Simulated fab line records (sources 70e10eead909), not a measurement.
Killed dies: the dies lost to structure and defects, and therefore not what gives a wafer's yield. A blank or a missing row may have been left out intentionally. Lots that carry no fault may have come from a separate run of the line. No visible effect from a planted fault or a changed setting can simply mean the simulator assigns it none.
fab line records ; flow nand-harc ; part 2 of 2: steps 5 to 6 of 6
[record] lots = 24; wafers = 72; last-day = 33
route steps=1302 shown A_STAIRCASE@719
lots untouched by any fault: they come from a run of this same line in which no faults occurred
start-h: start of the lot's first displayed wafer, in hours after the record's first day ; wait-h: hours from the lot's prior step to this one ; " same as the row above ; L1.1+2: one row covering several wafers at once ; - no value, or no start was given ; * or withheld: withheld ; < > ~ a bound
route shown NAME@n: names a module that has steps shown in the file, with the first one's number in the route ; usual: mean and standard deviation over wafers with no fault ; same: alike in all rows ; chamber/n: place in a boat ; sites: readings site by site ; _std_site: how widely they spread, as a standard deviation ; _edge_site: mean of outer sites minus mean of inner sites ; radius-mm: for every site, how far away it sits from the centre of the wafer ; mask NAME#n: copy n ; behind: the tool/chamber that last shaped the wafer ; hold: why the lot went on hold/how many hours it stayed there/how the hold came to an end ; device: transistor that didn't switch, given as n, p or np ; end of line: the route-end tests of the same wafers ; step lacking rows: just its recipe ; killed: the dies lost at the first sort to structure and to defects; this is not the yield of the wafer ; map: per-die view of a wafer (x killed, . not killed, _ where there is no die)
set.NAME: the setting as run; set.NAME@STEP: as run at that earlier step ; model.NAME: the simulator's own value behind a step, which no gauge read
route steps across a sampled set of lots; one table per step, one row per wafer
services: when a tool's chamber went out of use (start-h, in hours from the record's first day, below 0 if earlier), for how many hours, and the reason
[[steps]]
[step NHARC_A_STAIRCASE_DESCUM_312]
[recipe] time-s = 3; o2-flow-sccm = 200; ar-flow-sccm = 0; bias-power-w = 0; chemistry = O2
[usual] drypump-motor-current-A = 5.8/0.43; o2-flow-sccm = 200.0/0.6; oes-product-au = 1.004/0.011; rf-vpp-V = 57.7/0.88; showerhead-plenum-p-Torr = 1.91/0.078; throttle-valve-pct = 11.312/0.0086
lot.wafer;tool;chamber;start-h;wait-h;drypump-motor-current-A;o2-flow-sccm;oes-product-au;rf-hours-counter-h;rf-vpp-V;showerhead-plenum-p-Torr;throttle-valve-pct
L075.3;rie-diel-07;3;394.13;-;5.6;199.8;1.000;26;57.7;1.77;11.306
L075.2;rie-diel-07;1;394.13;-;6.6;200.4;1.006;15;58.2;2.00;11.301
L075.5;rie-diel-07;3;394.13;-;5.6;199.4;1.000;-;57.8;1.77;11.319
L074.1;rie-diel-03;3;401.36;-;6.0;200.5;1.007;35;57.6;1.92;11.320
L074.6;rie-diel-03;2;401.36;-;6.2;200.8;1.004;-;57.7;1.88;11.318
L074.5;rie-diel-03;3;401.36;-;6.0;200.3;0.999;-;56.5;1.92;11.300
L077.1;rie-diel-13;1;401.93;-;5.3;199.7;0.995;16;58.8;2.03;11.307
L077.3;rie-diel-13;2;401.93;-;5.8;200.2;1.006;13;58.1;1.89;11.315
L077.4;rie-diel-13;3;401.93;-;6.4;199.8;1.013;18;58.1;1.95;11.308
L076.2;rie-diel-07;3;408.32;-;5.7;200.5;0.995;32;56.7;1.77;11.310
L076.4;rie-diel-07;0;408.32;-;5.8;200.6;0.983;26;57.6;1.85;11.322
L076.6;rie-diel-07;1;408.32;-;6.5;200.0;0.991;-;58.6;1.99;11.310
L078.2;rie-diel-13;2;424.69;-;5.7;200.2;1.000;19;58.1;1.88;11.302
L078.1;rie-diel-13;3;424.69;-;6.4;199.9;0.995;23;57.2;1.94;11.313
L078.5;rie-diel-13;3;424.69;-;6.4;201.1;1.005;-;57.2;1.94;11.308
L079.1;rie-diel-03;2;454.24;-;6.2;199.7;1.022;63;56.7;1.88;11.322
L079.2;rie-diel-03;3;454.24;-;6.0;199.5;0.991;57;57.5;1.92;11.319
L079.5;rie-diel-03;1;454.24;-;5.1;200.7;0.999;-;56.2;1.89;11.307
L081.2;rie-diel-07;3;456.21;-;5.7;199.8;0.991;47;58.1;1.76;11.305
L081.4;rie-diel-07;2;456.21;-;5.9;199.5;1.009;46;57.8;1.85;11.315
L081.6;rie-diel-07;0;456.21;-;5.8;200.3;0.991;-;56.7;1.85;11.300
L082.1;rie-diel-13;0;456.70;-;5.4;199.7;1.000;34;57.3;1.95;11.315
L082.2;rie-diel-13;2;456.70;-;5.7;200.7;1.002;31;58.4;1.88;11.303
L082.5;rie-diel-13;0;456.70;-;5.3;200.5;0.999;-;58.6;1.95;11.301
L080.3;rie-diel-03;2;457.07;-;6.2;199.6;1.021;65;56.8;1.88;11.316
L080.2;rie-diel-03;3;457.07;-;6.0;200.1;1.010;58;59.7;1.91;11.306
L080.5;rie-diel-03;2;457.07;-;6.3;199.6;1.019;-;59.1;1.88;11.313
L085.2;rie-diel-13;3;482.33;-;6.3;199.4;1.014;39;58.9;1.94;11.315
L085.4;rie-diel-13;1;482.33;-;5.4;200.4;0.998;39;57.5;2.03;11.312
L085.6;rie-diel-13;3;482.33;-;6.3;199.3;1.017;-;57.4;1.94;11.303
L083.4;rie-diel-03;0;484.28;-;6.4;200.6;1.020;3;56.1;1.79;11.305
L083.2;rie-diel-03;2;484.28;-;6.2;200.3;1.012;4;57.6;1.88;11.328
L083.6;rie-diel-03;1;484.28;-;5.1;200.8;1.013;-;57.5;1.89;11.311
L084.4;rie-diel-13;1;486.04;-;5.3;199.4;1.003;40;59.6;2.03;11.306
L084.3;rie-diel-13;2;486.04;-;5.8;200.1;0.999;38;57.0;1.88;11.322
L084.5;rie-diel-13;0;486.04;-;5.4;199.4;0.990;-;57.4;1.94;11.316
L086.3;rie-diel-07;1;513.81;-;6.5;199.1;1.003;11;57.6;1.98;11.305
L086.5;rie-diel-07;3;513.81;-;5.7;200.3;1.002;-;59.1;2.07;11.312
L086.6;rie-diel-07;0;513.81;-;5.8;200.4;1.005;-;58.8;1.84;11.317
L087.4;rie-diel-07;0;536.04;-;5.8;199.9;1.018;19;57.6;1.84;11.328
L087.3;rie-diel-07;2;536.04;-;5.9;199.8;1.022;13;58.1;1.85;11.304
L087.2;rie-diel-07;3;536.04;-;5.6;199.1;1.014;19;59.9;2.07;11.316
L088.1;rie-diel-13;0;536.20;-;5.4;200.7;0.987;4;57.5;1.94;11.310
L088.5;rie-diel-13;0;536.20;-;5.4;200.6;0.986;-;57.4;1.94;11.305
L088.6;rie-diel-13;1;536.20;-;5.3;199.1;0.999;-;59.1;2.02;11.311
L089.3;rie-diel-03;2;539.72;-;6.2;199.7;1.019;25;56.8;1.87;11.314
L089.4;rie-diel-03;1;539.72;-;5.1;200.9;1.006;28;56.4;1.88;11.308
L089.5;rie-diel-03;3;539.72;-;6.0;200.3;1.012;-;57.7;1.91;11.320
L090.4;rie-diel-03;1;542.95;-;5.1;199.7;1.003;29;58.6;1.88;11.319
L090.2;rie-diel-03;2;542.95;-;6.2;199.6;1.027;26;56.8;1.87;11.321
L090.3;rie-diel-03;3;542.95;-;6.0;201.4;0.999;29;56.7;1.91;11.307
L091.2;rie-diel-03;1;563.44;-;5.1;198.4;1.009;36;58.4;1.88;11.322
L091.4;rie-diel-03;3;563.44;-;6.0;200.0;1.013;32;58.0;1.90;11.306
L091.6;rie-diel-03;1;563.44;-;5.1;198.9;0.997;-;57.0;1.88;11.309
L093.1;rie-diel-07;0;568.40;-;5.8;200.5;1.024;26;57.9;1.84;11.320
L093.4;rie-diel-07;2;568.40;-;5.9;200.3;1.020;21;57.6;1.84;11.305
L093.2;rie-diel-07;3;568.40;-;5.7;199.6;0.998;26;58.2;2.07;11.325
L092.1;rie-diel-07;0;570.46;-;5.8;201.4;1.013;26;58.4;1.84;11.297
L092.3;rie-diel-07;1;570.46;-;6.6;200.8;1.004;26;56.2;1.98;11.310
L092.6;rie-diel-07;3;570.46;-;5.7;200.2;1.016;-;59.3;2.07;11.306
L094.2;rie-diel-07;0;584.90;-;5.8;200.6;1.029;31;55.9;1.84;11.308
L094.1;rie-diel-07;2;584.90;-;5.9;199.9;1.021;30;57.4;1.84;11.313
L094.6;rie-diel-07;0;584.90;-;5.8;200.1;1.013;-;57.8;1.84;11.319
L095.3;rie-diel-07;0;589.86;-;5.7;200.4;1.029;32;56.6;1.84;11.299
L095.4;rie-diel-07;2;589.86;-;5.9;198.9;1.022;30;55.3;1.84;11.306
L095.6;rie-diel-07;0;589.86;-;5.8;199.9;1.016;-;57.6;1.84;11.328
L096.3;rie-diel-13;2;612.33;-;5.7;199.7;1.002;27;58.0;1.87;11.313
L096.4;rie-diel-13;0;612.33;-;5.3;199.9;0.994;28;57.9;1.93;11.310
L096.5;rie-diel-13;2;612.33;-;5.7;199.5;1.011;-;58.1;1.87;11.323
L097.3;rie-diel-03;0;620.89;-;6.4;199.8;0.999;58;57.5;1.77;11.313
L097.4;rie-diel-03;1;620.89;-;5.1;199.9;0.987;55;58.3;1.87;11.297
L097.5;rie-diel-03;2;620.89;-;6.2;200.1;1.013;-;56.6;1.86;11.298
[step NHARC_A_STAIRCASE_ETCH_315]
[recipe] target-depth-a = 25000; time-s = 607.1; ion-energy-ev = 800; c4f8-flow-sccm = 80; o2-flow-sccm = 60; ar-flow-sccm = withheld; rf-w = 600; bias-w = 3000; chemistry = C4F8/O2/Ar
[usual] oes-product-au = 0.936/0.01; rf-vpp-V = 1826/9.7
lot.wafer;tool;chamber;start-h;wait-h;oes-product-au;rf-hours-counter-h;rf-vpp-V
L075.3;rie-diel-07;1;-;-;0.925;15;1837
L075.2;rie-diel-07;3;-;-;0.934;26;1807
L075.5;rie-diel-07;2;-;-;0.934;-;1821
L074.1;rie-diel-03;1;-;-;0.935;50;1824
L074.6;rie-diel-03;3;-;-;0.937;-;1828
L074.5;rie-diel-03;0;-;-;0.932;-;1811
L077.1;rie-diel-13;1;-;-;0.926;16;1842
L077.3;rie-diel-13;2;-;-;0.921;13;1824
L077.4;rie-diel-13;3;-;-;0.940;18;1830
L076.4;rie-diel-07;0;-;-;0.942;26;1820
L076.2;rie-diel-07;1;-;-;0.932;20;1837
L076.6;rie-diel-07;1;-;-;0.938;-;1838
L078.2;rie-diel-13;1;-;-;0.925;22;1842
L078.1;rie-diel-13;2;-;-;0.932;19;1823
L078.5;rie-diel-13;0;-;-;0.920;-;1831
L079.1;rie-diel-03;2;-;-;0.928;64;1821
L079.2;rie-diel-03;1;-;-;0.924;70;1823
L079.5;rie-diel-03;2;-;-;0.942;-;1823
L081.4;rie-diel-07;3;-;-;0.928;47;1807
L081.2;rie-diel-07;0;-;-;0.928;46;1819
L081.6;rie-diel-07;2;-;-;0.950;-;1819
L082.2;rie-diel-13;0;-;-;0.922;35;1832
L082.1;rie-diel-13;1;-;-;0.926;34;1842
L082.5;rie-diel-13;1;-;-;0.931;-;1844
L080.2;rie-diel-03;3;-;-;0.927;59;1829
L080.3;rie-diel-03;2;-;-;0.937;65;1822
L080.5;rie-diel-03;2;-;-;0.945;-;1822
L085.4;rie-diel-13;0;-;-;0.931;39;1831
L085.2;rie-diel-13;3;-;-;0.941;40;1830
L085.6;rie-diel-13;0;-;-;0.930;-;1832
L083.4;rie-diel-03;0;-;-;0.934;3;1812
L083.2;rie-diel-03;1;-;-;0.925;3;1825
L083.6;rie-diel-03;0;-;-;0.942;-;1810
L084.4;rie-diel-13;3;-;-;0.947;41;1829
L084.3;rie-diel-13;1;-;-;0.923;41;1842
L084.5;rie-diel-13;3;-;-;0.951;-;1830
L086.3;rie-diel-07;0;-;-;0.943;12;1818
L086.5;rie-diel-07;0;-;-;0.943;-;1819
L086.6;rie-diel-07;1;-;-;0.940;-;1836
L087.3;rie-diel-07;3;-;-;0.939;19;1846
L087.2;rie-diel-07;0;-;-;0.938;19;1817
L087.4;rie-diel-07;2;-;-;0.950;13;1819
L088.1;rie-diel-13;2;-;-;0.948;6;1822
L088.6;rie-diel-13;0;-;-;0.929;-;1831
L088.5;rie-diel-13;1;-;-;0.939;-;1840
L089.3;rie-diel-03;0;-;-;0.956;31;1808
L089.4;rie-diel-03;2;-;-;0.949;26;1822
L089.5;rie-diel-03;0;-;-;0.946;-;1809
L090.3;rie-diel-03;1;-;-;0.931;29;1821
L090.2;rie-diel-03;2;-;-;0.945;26;1822
L090.4;rie-diel-03;3;-;-;0.946;30;1827
L091.2;rie-diel-03;1;-;-;0.928;37;1822
L091.4;rie-diel-03;2;-;-;0.948;34;1821
L091.6;rie-diel-03;0;-;-;0.936;-;1808
L093.2;rie-diel-07;0;-;-;0.947;26;1819
L093.4;rie-diel-07;1;-;-;0.935;26;1835
L093.1;rie-diel-07;2;-;-;0.956;21;1819
L092.3;rie-diel-07;2;-;-;0.957;22;1819
L092.1;rie-diel-07;0;-;-;0.949;27;1818
L092.6;rie-diel-07;2;-;-;0.968;-;1817
L094.1;rie-diel-07;0;-;-;0.934;31;1818
L094.2;rie-diel-07;1;-;-;0.932;30;1834
L094.6;rie-diel-07;0;-;-;0.941;-;1816
L095.3;rie-diel-07;0;-;-;0.957;32;1818
L095.4;rie-diel-07;1;-;-;0.926;31;1834
L095.6;rie-diel-07;1;-;-;0.933;-;1835
L096.4;rie-diel-13;1;-;-;0.922;29;1840
L096.3;rie-diel-13;2;-;-;0.930;27;1821
L096.5;rie-diel-13;3;-;-;0.927;-;1829
L097.3;rie-diel-03;1;-;-;0.940;55;1821
L097.4;rie-diel-03;3;-;-;0.934;51;1824
L097.5;rie-diel-03;2;-;-;0.940;-;1819
[[services]]
tool;chamber;start-h;hours;kind
rie-diel-07;0;334.75;6.6;repair
plasma-asher-01;-;342.00;9.0;pm
rie-diel-13;-;342.01;9.0;pm
rie-diel-07;0;352.47;-;clean
rie-diel-07;1;352.47;-;clean
rie-diel-07;2;352.47;-;clean
rie-diel-13;2;382.00;8.0;repair
plasma-asher-02;-;426.00;9.0;pm
rie-diel-03;0;436.69;27.1;repair
rie-diel-03;-;458.44;9.0;pm
rie-diel-13;0;463.10;2.8;repair
plasma-asher-01;-;463.26;1.5;repair
rie-diel-07;-;471.39;9.0;pm
rie-diel-03;-;482.56;0.4;repair
rie-diel-07;2;488.60;5.3;repair
rie-diel-03;0;489.40;3.5;repair
rie-diel-07;1;515.78;3.4;repair
plasma-asher-01;-;519.00;9.0;pm
rie-diel-13;-;519.01;9.0;pm
plasma-asher-02;-;524.06;1.6;repair
rie-diel-03;3;543.77;2.2;repair
rie-diel-03;3;547.88;7.5;repair
rie-diel-03;2;570.41;4.8;repair
plasma-asher-02;-;603.00;9.0;pm
